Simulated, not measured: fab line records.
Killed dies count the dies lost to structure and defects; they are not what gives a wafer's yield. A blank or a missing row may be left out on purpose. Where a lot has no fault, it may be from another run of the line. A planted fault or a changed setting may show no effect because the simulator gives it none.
Chamber matching ; flow nand_harc ; ald_hk-01 running NHARC_A_CHANNEL_FILL_D1_ALD_16: 4 sister chambers
The step deposits SiO2, target thk 1.5 nm, pulse time 10 s, ald cycles 15. 8 wafers are shown with their chamber, then 8 later ones without.

WAFERS WITH THEIR CHAMBER
wafer;chamber;heater_power_w (W);precursor_pulse_height_rel
L075.6;2;438;1.010
L079.4;3;581;1.001
L082.5;2;461;0.997
L085.6;1;516;1.029
L090.1;0;380;1.002
L090.2;3;577;1.009
L090.5;0;389;1.007
L089.1;1;534;1.011

WAFERS WITH NO CHAMBER GIVEN
wafer;heater_power_w (W);precursor_pulse_height_rel
L089.4;375;1.015
L089.5;581;1.006
L095.3;566;1.004
L095.4;456;1.001
L095.6;459;0.985
L097.3;509;1.023
L097.5;463;0.982
L097.6;518;1.010

WHICH CHAMBER EACH ONE RAN IN
wafer;from the rows above;in truth
L089.4;0;0
L089.5;3;3
L095.3;3;3
L095.4;2;2
L095.6;2;2
L097.3;1;1
L097.5;2;2
L097.6;1;1
Placed correctly: 8 of 8. Left unplaced by these rows: 0. Number placed wrongly: 0.
How it was worked out, from the rows above alone: a wafer's distance from a chamber is the root of the sum, over the readings, of the square of ((its reading less the chamber's mean) divided by the reading's scatter). The wafer belongs to the nearest chamber; if the next one is less than 2 further off, it can't be placed. Each chamber's mean is taken over the wafers shown for it. The scatter is the square root of a quotient: the sum, over the shown wafers, of each reading's squared deviation from its chamber's mean, divided by wafers minus chambers.
